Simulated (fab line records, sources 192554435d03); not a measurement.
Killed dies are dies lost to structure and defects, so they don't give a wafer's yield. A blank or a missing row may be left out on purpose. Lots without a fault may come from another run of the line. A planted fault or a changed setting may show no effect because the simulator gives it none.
Which tool did it? | flow n5_finfet | 10 lots, 30 wafers sampled, at 4 steps of a route of 1938

WHAT THE GAUGES READ, wafer by wafer
N5_BEOL_M4_RC_MEAS_101.
lot  | measured     | on        | DIBL_N (mV/V)
L134 | day 9 10:19  | prober-01 | 36.4 34.4 35.7
L135 | day 10 06:00 | prober-02 | 34.5 35.7 35.5
L137 | day 10 05:55 | prober-01 | 34.3 34.1 35.5
L138 | day 10 07:53 | prober-01 | 33.9 35.9 34.0
L139 | day 10 13:27 | prober-02 | 37.7 38.0 36.7
L140 | day 10 18:31 | prober-02 | 37.4 37.6 37.8
L141 | day 11 01:58 | prober-01 | 36.7 38.2 35.7
L148 | day 12 16:17 | prober-01 | 36.2 37.6 37.3
L152 | day 13 23:07 | prober-02 | 34.7 34.6 33.9
L155 | day 14 15:42 | prober-02 | 37.2 36.8 35.9

WHICH TOOL RAN EACH LOT (tool, then ch and the chambers of the sampled wafers, then the start)
lot  | N5_MOL_CONTACT_COAG_ETCH_106       | N5_BEOL_M4_ANNEAL_80         | N5_BEOL_M4_SPUTTER_86
L134 | rie_diel-03 ch 0,3, day 4 21:35    | pvd_sputter-02, day 9 07:35  | pvd_sputter-02, day 9 07:57
L135 | rie_diel-05 ch 1,2,3, day 5 03:42  | pvd_sputter-02, day 10 03:26 | pvd_sputter-02, day 10 03:48
L137 | rie_diel-05 ch 2,3, day 5 17:03    | pvd_sputter-01, day 10 03:12 | pvd_sputter-01, day 10 03:34
L138 | rie_diel-03 ch 1,2,3, day 5 23:11  | pvd_sputter-01, day 10 05:05 | pvd_sputter-01, day 10 05:26
L139 | rie_diel-02 ch 0,1, day 6 06:44    | pvd_sputter-01, day 10 10:33 | pvd_sputter-01, day 10 10:55
L140 | rie_diel-05 ch 0,1,3, day 6 10:28  | pvd_sputter-02, day 10 15:48 | pvd_sputter-02, day 10 16:10
L141 | rie_diel-05 ch 1,2,3, day 6 16:23  | pvd_sputter-01, day 10 23:24 | pvd_sputter-01, day 10 23:46
L148 | rie_diel-05 ch 1,2,3, day 8 10:56  | pvd_sputter-02, day 12 13:34 | pvd_sputter-02, day 12 13:55
L152 | rie_diel-03 ch 0,2, day 9 10:56    | pvd_sputter-03, day 13 20:24 | pvd_sputter-03, day 13 20:46
L155 | rie_diel-02 ch 0,1,2, day 10 07:26 | pvd_sputter-01, day 14 13:05 | pvd_sputter-01, day 14 13:27
- N5_MOL_CONTACT_COAG_ETCH_106: etches SOC in N2/H2, target depth 80 nm, overetch 16 nm, time 120 s.
- N5_BEOL_M4_ANNEAL_80: time 240 s.
- N5_BEOL_M4_SPUTTER_86: material Cu, target thk 4.5 nm, time 8.29 s.

THE ANSWER, worked out from the rows above alone
Rule: what is usual is taken from the lots themselves. Put in order of their means at a reading, lots are off if they are a third of the lots or fewer, leave a main group of 4 or more, and stand apart from it by a gap of 3 or more times the standard deviation of the main group's means; of several such gaps the widest counts. A main group whose means are all the same, to the digits that the tables above print for the reading, isn't used. A lot without any number at a reading at which 4 lots or more have one is off too. The other lots that the step has rows for count as sound.
No lot is off at any reading shown: from this, nothing can be told.

WHAT THE SIMULATOR HAD PUT IN
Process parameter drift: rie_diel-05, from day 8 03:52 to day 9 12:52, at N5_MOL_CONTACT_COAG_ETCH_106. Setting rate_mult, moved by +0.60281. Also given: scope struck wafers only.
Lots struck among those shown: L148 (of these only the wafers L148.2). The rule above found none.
